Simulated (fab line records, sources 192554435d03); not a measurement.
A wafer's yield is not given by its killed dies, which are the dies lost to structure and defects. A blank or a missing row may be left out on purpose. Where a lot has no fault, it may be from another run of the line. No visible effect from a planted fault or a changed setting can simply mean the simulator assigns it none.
A struck lot beside a sound one ; flow n5-finfet ; 30 out of 1938 route steps
Sound: these wafers, L154.4, L154.5, L154.6. Struck: wafer L148.6 (left out: L148.3, L148.5 of the same lot, which were not struck); the cause appears at the end.
Order at every step that has rows: each side's tool, ch and its chambers, its first start. Under that, the readings that differ: sound wafers ; struck wafers ; difference of the means ; sigmas: that difference in standard deviations of wafers without a fault.
alike: same words and numbers on both sides, and readings whose means sit less than 2 such deviations apart. not compared: any withheld reading, any reading some wafer has no value for, any bound like >300 that may hide the same value, and any number with overlapping values for which the record gives no deviation.
A row with sigmas, a row that says differs or no value, or rows on one side alone: a step with any of these is where the two part. Numbers that have no deviation but don't overlap get no sigmas and don't part them. A reading that every wafer of one side lacks parts them only if that side has two wafers or more.

first, 12 steps without rows for these wafers: N5_HKMG_FIN_ETCH_55 (etches SOC in N2/H2, target depth 240 nm, time 300 s); N5_HKMG_FIN_STRIP_56 (strips in N2/H2); N5_HKMG_FIN_STRIP_57 (strips in CF4); N5_HKMG_FIN_ETCH_58 (etches SOC in N2/H2, target depth 215.8 nm, time 741 s); N5_HKMG_FIN_STRIP_93 (strips SOC in N2/H2, time 20 s); N5_HKMG_FIN_WET_ETCH_76 (etches Al2O3 in dNH4OH, stops on La2O3, target depth 2.25 nm, rinse time 30 s); N5_HKMG_FIN_STRIP_60 (strips in N2/H2, time 360 s); N5_HKMG_FIN_WET_ETCH_77 (etches La2O3 in dHCl, stops on HfO2, target depth 2 nm); N5_HKMG_FIN_WET_ETCH_78 (etches Al2O3 in dNH4OH, stops on La2O3, target depth 4.5 nm, rinse time 30 s); N5_HKMG_FIN_ALD_79 (deposits TiN, target thk 1.5 nm, pulse time 1 s, purge time 3 s); N5_HKMG_FIN_CVD_62 (deposits a-Si from Si2H6, target thk 3 nm, time 20.8 s); N5_HKMG_FIN_RTA_80 (time 2 s).
N5_HKMG_FIN_PRECLEAN_64: cleans in dHF, time 30 s.
  sound on wet-bench-04 ch 0,2,3, day 9 09:14; struck on wet-bench-01 ch 2,3,7, day 7 22:38
then, 13 steps without rows for these wafers: N5_HKMG_FIN_WET_ETCH_65 (etches a-Si in TMAH, stops on TiN, time 49 s, target depth 3 nm); N5_HKMG_FIN_WET_ETCH_81 (etches TiN in SC1, stops on HfO2, time 57 s, target depth 6 nm); N5_HKMG_FIN_WET_ETCH_82 (etches La2O3 in dHCl, stops on HfO2, target depth 2 nm, rinse time 30 s); N5_HKMG_FIN_ALD_36 (deposits TiN, target thk 1 nm, pulse time 1 s, purge time 3 s); N5_HKMG_FIN_PWFM_ALD_03 (deposits TiN, target thk 2 nm, pulse time 1 s, purge time 3 s); N5_HKMG_FIN_COAT_29 (time 60 s, resist thk 300 nm); N5_HKMG_FIN_COAT_30 (time 60 s, resist thk 35 nm); N5_HKMG_FIN_COAT_06 (resist thk 90 nm); N5_HKMG_FIN_EBR_08; N5_HKMG_FIN_SOFTBAKE_07 (time 60 s); N5_HKMG_FIN_EXPOSE_09 (exposes mask NWFM); N5_HKMG_FIN_PEB_10 (peb time 60 s); N5_HKMG_FIN_DEVELOP_11 (develop time 30 s).
N5_HKMG_FIN_INSPECT_14: inspects for defects (macro).
  struck on defect-inspect-02, day 8 00:04; sound on defect-inspect-01, day 9 10:33
reading;sound;struck;difference;sigmas
raw-defect-count;2 4 2;>300;differs;
then, 1 step without rows for these wafers: N5_HKMG_FIN_DESCUM_17 (chemistry O2, time 7.9 s).
-- a jump in the record: the struck wafers' starts before and after are 4 days apart (it breaks off in module HKMG_FIN and resumes in module BEOL_M4, where the first step shown is number 1111 of the route) --
N5_BEOL_M4_RC_MEAS_101:
  sound on prober-01 ch 0, day 12 22:50; struck on prober-01 ch 0, day 11 23:42
  alike: DIBL_N, DIBL_P, IOFF_N, IOFF_P, ION_N, ION_P, SS_N, SS_P, VT_N, VT_P
-- record jumps: 4 days separate the struck wafers' starts on either side; left off in module BEOL_M4, taken up again in module PASSIVATION, whose first shown step is the route's number 1936 --
N5_PASSIVATION_PROBE_49:
  rows exist in the record for the struck wafers here (prober-02, day 16 01:51), but not for the sound ones

== WHERE THEY PART ==
Earliest at N5_HKMG_FIN_INSPECT_14; latest, in this record, at N5_PASSIVATION_PROBE_49.

WHY: what had been put in by the simulator
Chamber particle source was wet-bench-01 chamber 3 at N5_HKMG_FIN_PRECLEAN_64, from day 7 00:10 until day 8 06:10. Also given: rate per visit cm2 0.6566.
